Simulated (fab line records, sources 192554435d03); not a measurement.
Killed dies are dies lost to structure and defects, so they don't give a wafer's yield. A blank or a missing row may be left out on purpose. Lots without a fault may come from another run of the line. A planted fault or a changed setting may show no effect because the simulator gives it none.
Which tool did it? | flow n5_finfet | 7 lots, 19 wafers sampled, at 8 steps of a route of 1938

WHAT THE GAUGES READ, wafer by wafer
N5_BEOL_M9_OCD_MEAS_38.
lot  | measured     | on     | trench_depth_nm (nm)
L696 | day 10 20:30 | ocd-01 | 153.4 152.4 150.5
L699 | day 11 09:11 | ocd-01 | 123.8 122.4
L707 | day 13 15:10 | ocd-01 | 152.1 150.2 148.5
L711 | day 14 11:37 | ocd-01 | 154.1 154.0 153.6
L715 | day 15 17:38 | ocd-02 | 149.2 151.3 150.0
L717 | day 16 02:22 | ocd-02 | 152.5 153.0
L718 | day 16 05:45 | ocd-01 | 152.9 153.0 152.2

N5_BEOL_M9_THK_MEAS_53: measures by xrf.
lot  | measured     | on            | M9_THK (nm)
L696 | day 11 00:26 | film_metro-02 | 139.9 138.9 137.2
L699 | day 11 11:11 | film_metro-01 | 107.8 107.3
L707 | day 13 18:19 | film_metro-02 | 137.3 132.9 131.0
L711 | day 14 14:40 | film_metro-02 | 139.6 138.2 139.0
L715 | day 15 20:17 | film_metro-02 | 135.7 136.2 137.1
L717 | day 16 05:55 | film_metro-01 | 136.7 137.7
L718 | day 16 08:40 | film_metro-01 | 139.2 135.9 137.3

N5_BEOL_M9_RS_MEAS_57: measures by four-point-probe.
lot  | measured     | on            | M9_RS (ohm/sq)
L696 | day 11 00:35 | film_metro-01 | 0.148 0.149 0.150
L699 | day 11 11:19 | film_metro-02 | 0.195 0.197
L707 | day 13 18:26 | film_metro-02 | 0.149 0.154 0.157
L711 | day 14 14:48 | film_metro-01 | 0.146 0.148 0.148
L715 | day 15 20:25 | film_metro-02 | 0.152 0.151 0.151
L717 | day 16 06:03 | film_metro-01 | 0.151 0.149
L718 | day 16 08:48 | film_metro-01 | 0.148 0.151 0.150

N5_BEOL_M15_RC_MEAS_101.
lot  | measured     | on        | COMB_M10 (S/m)          | COMB_M11 (S/m)          | COMB_M12 (S/m)           | COMB_M13 (S/m)          | COMB_M14 (S/m)          | COMB_M15 (S/m)          | COMB_M5 (S/m)           | COMB_M6 (S/m)           | COMB_M7 (S/m)           | COMB_M8 (S/m)           | SERP_M10 (ohm/um) | SERP_M11 (ohm/um) | SERP_M12 (ohm/um) | SERP_M13 (ohm/um) | SERP_M14 (ohm/um) | SERP_M5 (ohm/um) | SERP_M6 (ohm/um) | SERP_M7 (ohm/um) | SERP_M8 (ohm/um) | SERP_M9 (ohm/um) | SERP_M9_max_site (ohm/um)
L696 | day 12 19:38 | prober-02 | 1.4e-11 1.1e-11 1.4e-11 | 1.5e-11 1.3e-11 1.2e-11 | 1.03e-11 5.7e-12 8.5e-12 | 5.1e-12 5e-12 5.2e-12   | 3.9e-12 3.7e-12 3.1e-12 | 2.9e-12 3e-12 3.3e-12   | 4.3e-11 2.9e-11 3e-11   | 3.1e-11 2.6e-11 3.9e-11 | 2.4e-11 3.6e-11 3.2e-11 | 2.7e-11 2.8e-11 2.4e-11 | 3.03 3.03 3.07    | 3.11 3.05 3.06    | 0.613 0.615 0.640 | 0.312 0.303 0.306 | 0.155 0.155 0.151 | 38.1 36.4 38.5   | 13.3 14.1 14.0   | 13.3 13.2 13.3   | 13.9 13.4 13.4   | 3.02 3.06 3.01   | 3.13 3.12 3.10
L699 | day 12 23:19 | prober-01 | 1.5e-11 1.2e-11         | 1.3e-11 1.3e-11         | 7.5e-12 7.9e-12          | 5.6e-12 5.6e-12         | 4.6e-12 5.2e-12         | 3.3e-12 3.2e-12         | 3.7e-11 4e-11           | 2.7e-11 2.1e-11         | 2.7e-11 3.3e-11         | 3e-11 2e-11             | 3.02 3.07         | 3.16 3.16         | 0.658 0.617       | 0.307 0.308       | 0.157 0.156       | 38.4 36.5        | 14.9 14.7        | 14.0 14.6        | 13.2 13.7        | 3.91 3.96        | 4.02 3.97
L707 | day 15 15:07 | prober-02 | 1.9e-11 1.6e-11 1.5e-11 | 1.5e-11 1.3e-11 2e-11   | 6.5e-12 5.3e-12 4.9e-12  | 6.6e-12 5.9e-12 6.1e-12 | 5e-12 4.4e-12 4.2e-12   | 3.7e-12 2.4e-12 2.7e-12 | 3.7e-11 3e-11 2.9e-11   | 2.2e-11 2.1e-11 1.8e-11 | 3e-11 3.3e-11 2.3e-11   | 3.4e-11 2.8e-11 3.4e-11 | 3.27 3.03 3.09    | 3.14 3.15 2.90    | 0.624 0.614 0.637 | 0.303 0.313 0.316 | 0.157 0.166 0.155 | 41.2 40.0 38.0   | 12.9 13.4 14.5   | 14.3 13.3 13.6   | 14.2 14.8 14.1   | 3.00 3.09 3.13   | 3.05 3.10 3.18
L711 | day 16 10:02 | prober-01 | 1.8e-11 1.5e-11 1.3e-11 | 1.5e-11 1.8e-11 1.7e-11 | 7.7e-12 6.4e-12 8.1e-12  | 5.8e-12 5.3e-12 5.9e-12 | 3.2e-12 3.6e-12 3.8e-12 | 4.5e-12 5e-12 4.5e-12   | 3.8e-11 3.5e-11 4.1e-11 | 1.8e-11 2.3e-11 2.3e-11 | 3.4e-11 2.3e-11 2.3e-11 | 2.4e-11 1.8e-11 2.6e-11 | 3.07 3.12 3.17    | 3.09 3.14 3.09    | 0.595 0.625 0.602 | 0.317 0.320 0.313 | 0.156 0.159 0.161 | 38.9 36.5 38.0   | 14.1 13.6 15.2   | 14.8 15.1 14.4   | 13.9 13.7 14.7   | 3.05 2.98 3.11   | 3.11 3.10 3.17
L715 | day 17 14:23 | prober-02 | 1.3e-11 1.2e-11 1.5e-11 | 1.7e-11 1.3e-11 1e-11   | 3.9e-12 4.9e-12 3.8e-12  | 6.2e-12 5.1e-12 6.6e-12 | 4.7e-12 3.5e-12 4.7e-12 | 2.8e-12 3e-12 3.1e-12   | 2.9e-11 2.3e-11 3.2e-11 | 2.4e-11 3.4e-11 2.4e-11 | 1.8e-11 1.8e-11 1.8e-11 | 3.4e-11 2e-11 3.4e-11   | 2.96 2.98 2.97    | 3.07 3.07 3.08    | 0.631 0.646 0.625 | 0.322 0.312 0.310 | 0.158 0.159 0.156 | 37.4 36.6 37.1   | 13.6 13.5 12.9   | 13.5 13.8 14.5   | 14.1 13.7 14.9   | 3.09 3.10 3.03   | 3.23 3.14 3.20
L717 | day 17 23:52 | prober-02 | 1.4e-11 1.6e-11         | 1.1e-11 1.4e-11         | 5.9e-12 5.5e-12          | 3.7e-12 4.5e-12         | 4.2e-12 3.4e-12         | 2.6e-12 3e-12           | 3.8e-11 3e-11           | 2.8e-11 1.7e-11         | 2e-11 2.6e-11           | 2.9e-11 3.1e-11         | 2.99 3.08         | 2.99 3.10         | 0.629 0.636       | 0.318 0.308       | 0.161 0.153       | 35.8 39.6        | 14.0 13.4        | 13.9 14.1        | 12.9 12.8        | 3.14 3.09        | 3.20 3.13
L718 | day 18 06:19 | prober-01 | 1.3e-11 1.7e-11 1.9e-11 | 2.2e-11 2.1e-11 1.6e-11 | 8.7e-12 5.6e-12 5.7e-12  | 7.4e-12 5.3e-12 6.5e-12 | 3.8e-12 4.9e-12 3.4e-12 | 3.9e-12 3.5e-12 3.8e-12 | 3.1e-11 3.6e-11 4.8e-11 | 2.4e-11 2.8e-11 2.6e-11 | 2.1e-11 3.2e-11 2.3e-11 | 3.5e-11 2.9e-11 2.5e-11 | 3.08 3.20 3.18    | 3.07 3.03 3.21    | 0.624 0.637 0.616 | 0.316 0.316 0.312 | 0.155 0.164 0.164 | 39.2 40.0 40.3   | 13.9 14.5 13.5   | 14.6 14.5 13.9   | 13.1 13.1 13.6   | 3.04 3.01 2.99   | 3.12 3.28 3.07

WHICH TOOL RAN EACH LOT (tool, then ch and the chambers of the sampled wafers, then the start)
lot  | N5_BEOL_M9_STRIP_67                | N5_BEOL_M9_ETCH_65                 | N5_BEOL_M9_TRENCH_ETCH_37          | N5_BEOL_M9_ALD_74
L696 | rie_diel-02 ch 0,3, day 10 17:34   | rie_diel-04 ch 0,1,3, day 10 20:06 | rie_diel-04 ch 0,1,3, day 10 20:20 | ald_metal-01 ch 0,1,2, day 10 21:37
L699 | rie_diel-04 ch 0,2, day 11 07:25   | rie_diel-04 ch 0,1, day 11 08:47   | rie_diel-04 ch 0,1, day 11 09:01   | ald_metal-02 ch 1,3, day 11 09:49
L707 | rie_diel-05 ch 0,2,3, day 13 11:05 | rie_diel-05 ch 0,2,3, day 13 14:46 | rie_diel-05 ch 0,2,3, day 13 14:59 | ald_metal-03 ch 0,1,2, day 13 16:13
L711 | rie_diel-02 ch 1,2,3, day 14 07:31 | rie_diel-04 ch 0,1,2, day 14 11:12 | rie_diel-04 ch 0,1,2, day 14 11:26 | ald_metal-01 ch 1,3, day 14 12:39
L715 | rie_diel-04 ch 0,1,3, day 15 14:22 | rie_diel-04 ch 1,2, day 15 17:14   | rie_diel-04 ch 1,2, day 15 17:28   | ald_metal-02 ch 2,3, day 15 18:22
L717 | rie_diel-02 ch 0,1, day 15 23:11   | rie_diel-04 ch 2,3, day 16 01:58   | rie_diel-04 ch 2,3, day 16 02:12   | ald_metal-03 ch 0,1, day 16 03:10
L718 | rie_diel-05 ch 0,1,2, day 16 03:29 | rie_diel-04 ch 0,1,2, day 16 05:20 | rie_diel-04 ch 0,1,2, day 16 05:34 | ald_metal-02 ch 0,1,3, day 16 06:47
- N5_BEOL_M9_STRIP_67: strips in CF4.
- N5_BEOL_M9_ETCH_65: etches SiARC in CF4, target depth 15.6 nm, time 26 s.
- N5_BEOL_M9_TRENCH_ETCH_37: etches SiCOH lowk in C4F6/O2, target depth 151.43 nm, time 49 s.
- N5_BEOL_M9_ALD_74: deposits TaN, target thk 2 nm, pulse time 2 s, purge time 3 s.

WHAT THE TOOLS THEMSELVES READ (means of the sampled wafers that have a number; where no wafer has one, the mark that the record gives instead)
N5_BEOL_M9_STRIP_67.
lot  | tool        | drypump_motor_current_A (A) | oes_product_au (a.u.) | power_w (W) | rf_vpp_V (V) | showerhead_plenum_p_Torr (Torr) | throttle_valve_pct (%)
L696 | rie_diel-02 | 5.3                         | 0.85                  | 301.0       | 272.9        | 1.89                            | 13.41
L699 | rie_diel-04 | 6.2                         | 0.79                  | 299.7       | 271.8        | 1.80                            | 13.53
L707 | rie_diel-05 | 5.8                         | 0.80                  | 300.1       | 271.8        | 1.80                            | 13.61
L711 | rie_diel-02 | 5.2                         | 0.77                  | 300.1       | 272.4        | 1.82                            | 13.58
L715 | rie_diel-04 | 5.6                         | 0.79                  | 300.2       | 271.8        | 1.78                            | 13.52
L717 | rie_diel-02 | 5.2                         | 0.87                  | 298.8       | 273.1        | 1.86                            | 13.30
L718 | rie_diel-05 | 5.8                         | 0.74                  | 300.4       | 272.1        | 1.81                            | 13.72

N5_BEOL_M9_ETCH_65.
lot  | tool        | drypump_motor_current_A (A) | etch_rf_on_time_s (s) | oes_product_au (a.u.) | rf_vpp_V (V) | showerhead_plenum_p_Torr (Torr) | throttle_valve_pct (%)
L696 | rie_diel-04 | 5.6                         | 26.0                  | 0.71                  | 184.7        | 2.13                            | 15.50
L699 | rie_diel-04 | 5.6                         | 25.7                  | 0.70                  | 184.4        | 2.10                            | 15.39
L707 | rie_diel-05 | 5.8                         | 26.6                  | 0.68                  | 184.9        | 2.15                            | 15.65
L711 | rie_diel-04 | 5.9                         | 25.8                  | 0.69                  | 184.8        | 2.13                            | 15.54
L715 | rie_diel-04 | 6.0                         | 25.9                  | 0.70                  | 184.1        | 2.14                            | 15.64
L717 | rie_diel-04 | 6.0                         | 26.1                  | 0.69                  | 183.9        | 2.17                            | 15.78
L718 | rie_diel-04 | 5.9                         | 25.7                  | 0.68                  | 184.3        | 2.12                            | 15.57

N5_BEOL_M9_TRENCH_ETCH_37.
lot  | tool        | drypump_motor_current_A (A) | oes_o_777_au (a.u.) | oes_product_au (a.u.) | rf_vpp_V (V) | showerhead_plenum_p_Torr (Torr) | throttle_valve_pct (%)
L696 | rie_diel-04 | 5.6                         | 0.82                | 0.84                  | 671          | 2.84                            | 20.86
L699 | rie_diel-04 | 5.7                         | 0.83                | 0.72                  | 664          | 2.81                            | 20.73
L707 | rie_diel-05 | 5.8                         | 0.81                | 0.80                  | 666          | 2.87                            | 20.99
L711 | rie_diel-04 | 5.9                         | 0.81                | 0.81                  | 667          | 2.83                            | 20.89
L715 | rie_diel-04 | 6.1                         | 0.81                | 0.81                  | 672          | 2.84                            | 20.98
L717 | rie_diel-04 | 6.1                         | 0.77                | 0.81                  | 677          | 2.88                            | 21.12
L718 | rie_diel-04 | 5.9                         | 0.79                | 0.79                  | 666          | 2.82                            | 20.92

N5_BEOL_M9_ALD_74.
lot  | tool         | heater_power_w (W) | precursor_vessel_carrier_sccm (sccm)
L696 | ald_metal-01 | 384                | 1002
L699 | ald_metal-02 | 430                | 1000
L707 | ald_metal-03 | 391                | 998
L711 | ald_metal-01 | 368                | 999
L715 | ald_metal-02 | 483                | 1000
L717 | ald_metal-03 | 376                | 1002
L718 | ald_metal-02 | 442                | 1001

THE ANSWER, worked out from the rows above alone
Rule: what is usual is taken from the lots themselves. Put in order of their means at a reading, lots are off if they are a third of the lots or fewer, leave a main group of 4 or more, and stand apart from it by a gap of 3 or more times the standard deviation of the main group's means; of several such gaps the widest counts. A main group whose means are all the same, to the digits that the tables above print for the reading, isn't used. A lot without any number at a reading at which 4 lots or more have one is off too. The other lots that the step has rows for count as sound. The gauges are gone through in route order, then the tools' own readings, and for those a lot's mean is taken as printed above. The first step at which some lot is off is used, and at that step the reading that is off furthest; a lot without a number counts as furthest.
Off: L699, at N5_BEOL_M9_OCD_MEAS_38 (trench_depth_nm). The main group: mean 152.0 nm, standard deviation 1.4.
A tool fits if, at a process step before that reading, it ran every lot that is off, and no sound lot after the first of them. The gauges at N5_BEOL_M9_OCD_MEAS_38 aren't tried: what is off there is off at N5_BEOL_M9_THK_MEAS_53 too, on other tools, and a gauge's error can't cause that. None of those tried fits.

WHAT THE SIMULATOR HAD PUT IN
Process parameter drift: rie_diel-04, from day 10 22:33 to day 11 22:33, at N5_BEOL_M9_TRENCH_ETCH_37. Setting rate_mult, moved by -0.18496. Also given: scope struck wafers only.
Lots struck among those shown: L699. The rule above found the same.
